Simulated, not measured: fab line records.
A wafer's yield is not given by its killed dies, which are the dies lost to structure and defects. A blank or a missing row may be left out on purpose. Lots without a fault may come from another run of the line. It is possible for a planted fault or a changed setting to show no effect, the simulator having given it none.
Comparing a struck lot with a sound one ; flow nand_harc ; 38 steps out of a route of 1159
Sound: these wafers, L468.1, L468.2, L468.6. Struck: wafers L479.4, L479.5 (left out: L479.6, a lot-mate that was not struck); the cause follows at the end.
Each step with rows lists, per side, the tool, then ch with its chambers, then its first start. Under that, the readings that differ: sound wafers ; struck wafers ; difference of the means ; sigmas: that difference in standard deviations of wafers without a fault.
alike: same words and numbers on both sides, and readings whose means sit less than 2 such deviations apart. not compared: any withheld reading, any reading some wafer has no value for, any bound like >300 that may hide the same value, and any number with overlapping values for which the record gives no deviation.
The two part at a step that has a row with sigmas, a row that says differs or no value, or rows on one side only. Non-overlapping numbers with no deviation appear without sigmas and do not part them. A reading that every wafer of one side lacks parts them only if that side has two wafers or more.

first, 11 steps without rows for these wafers: NHARC_A_CONTACT_ETCH_131 (etches the open film in C4F8/O2/Ar, time 155 s, target depth 956 nm); NHARC_A_CONTACT_ETCH_132 (etches the open film in C4F8/O2/Ar, time 156 s, target depth 958 nm); NHARC_A_CONTACT_ETCH_133 (etches the open film in C4F8/O2/Ar, time 195 s, target depth 840 nm); NHARC_A_CONTACT_ETCH_91 (etches the open film in CH3F/O2, target depth 40 nm, time 85.7 s); NHARC_A_CONTACT_ETCH_97 (etches the open film in C4F6/O2, target depth 20 nm, time 10 s); NHARC_A_CONTACT_STRIP_103 (strips in N2/H2); NHARC_A_CONTACT_STRIP_104 (strips in CF4/CHF3); NHARC_A_CONTACT_STRIP_105 (strips in O2/COS); NHARC_A_CONTACT_ETCH_106 (etches the open film in CF4/O2, target depth 60 nm, overetch 6 nm, time 33 s); NHARC_A_CONTACT_STRIP_82 (strips in O2); NHARC_A_CONTACT_STRIP_83 (strips in post etch residue remover, time 600 s).
NHARC_A_CONTACT_DEP_84: deposits aC, target thk 2000 nm.
  sound on acl_dep-02 ch 0, day 16 20:16; struck on acl_dep-02 ch 0, day 20 05:38
reading;sound;struck;difference;sigmas
susceptor_temp_C (C);400.03 399.83 400.04;- -;no value on the struck wafers;
  alike: throttle_valve_pct
then, 25 steps without rows for these wafers: NHARC_A_CONTACT_DEP_85 (deposits SiON, target thk 50 nm); NHARC_A_CONTACT_DEHYDRATE_00 (time 120 s); NHARC_A_CONTACT_HMDS_01 (time 30 s); NHARC_A_CONTACT_COAT_86 (time 75 s); NHARC_A_CONTACT_COAT_87 (time 65 s); NHARC_A_CONTACT_COAT_02 (resist thk 90 nm); NHARC_A_CONTACT_SOFTBAKE_03 (time 55 s); NHARC_A_CONTACT_EBR_04; NHARC_A_CONTACT_EXPOSE_05 (exposes mask A CC); NHARC_A_CONTACT_PEB_06 (peb time 65 s); NHARC_A_CONTACT_DEVELOP_07 (develop time 35 s); NHARC_A_CONTACT_DESCUM_13 (chemistry O2, time 3 s); NHARC_A_CONTACT_ETCH_88 (etches the open film in CF4, target depth 39 nm, time 65 s); NHARC_A_CONTACT_ETCH_89 (etches the open film in N2/H2, target depth 260 nm, time 475.3 s); NHARC_A_CONTACT_ETCH_30 (etches the open film in CF4/CHF3, target depth 60.5 nm, time 30.2 s); NHARC_A_CONTACT_ETCH_31 (etches the open film in O2/COS, target depth 2000 nm, time 520 s); NHARC_A_CONTACT_ETCH_134 (etches the open film in C4F8/O2/Ar, time 140 s, target depth 700 nm); NHARC_A_CONTACT_ETCH_135 (etches the open film in C4F8/O2/Ar, time 132 s, target depth 1287 nm); NHARC_A_CONTACT_ETCH_136 (etches the open film in C4F8/O2/Ar, time 132 s, target depth 1287 nm); NHARC_A_CONTACT_ETCH_137 (etches the open film in C4F8/O2/Ar, time 132 s, target depth 1287 nm); NHARC_A_CONTACT_ETCH_138 (etches the open film in C4F8/O2/Ar, time 132 s, target depth 1289 nm); NHARC_A_CONTACT_ETCH_139 (etches the open film in C4F8/O2/Ar, time 137 s, target depth 590 nm); NHARC_A_CONTACT_ETCH_92 (etches the open film in CH3F/O2, target depth 40 nm, time 85.7 s); NHARC_A_CONTACT_ETCH_98 (etches the open film in C4F6/O2, target depth 20 nm, time 10 s); NHARC_A_CONTACT_STRIP_107 (strips in N2/H2).
-- break in the record here, with 2 days between the starts of the struck wafers on either side (left off in module A_CONTACT, picked up again in module END, where the first step shown is number 1159 on the route) --
NHARC_END_SORT_01:
  sound on prober-02 ch 0, day 19 11:19; struck on prober-02 ch 0, day 22 16:08
reading;sound;struck;difference;sigmas
hold;- - -;await_dispo/2.0h/release await_dispo/2.0h/release;no value on the sound wafers;
killed_at_array;33 30 27;622 624;+593;+54
killed_dies;38 31 32;628 624;+592;+54
  alike: killed_at_other, killed_at_periphery, killed_open, killed_short

## WHERE THEY PART
At NHARC_A_CONTACT_DEP_84 first; at NHARC_END_SORT_01 last (within this record only).

WHY: the cause the simulator had injected
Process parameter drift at NHARC_A_CONTACT_DEP_84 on acl_dep-02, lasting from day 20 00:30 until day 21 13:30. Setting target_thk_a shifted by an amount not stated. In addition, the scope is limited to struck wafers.
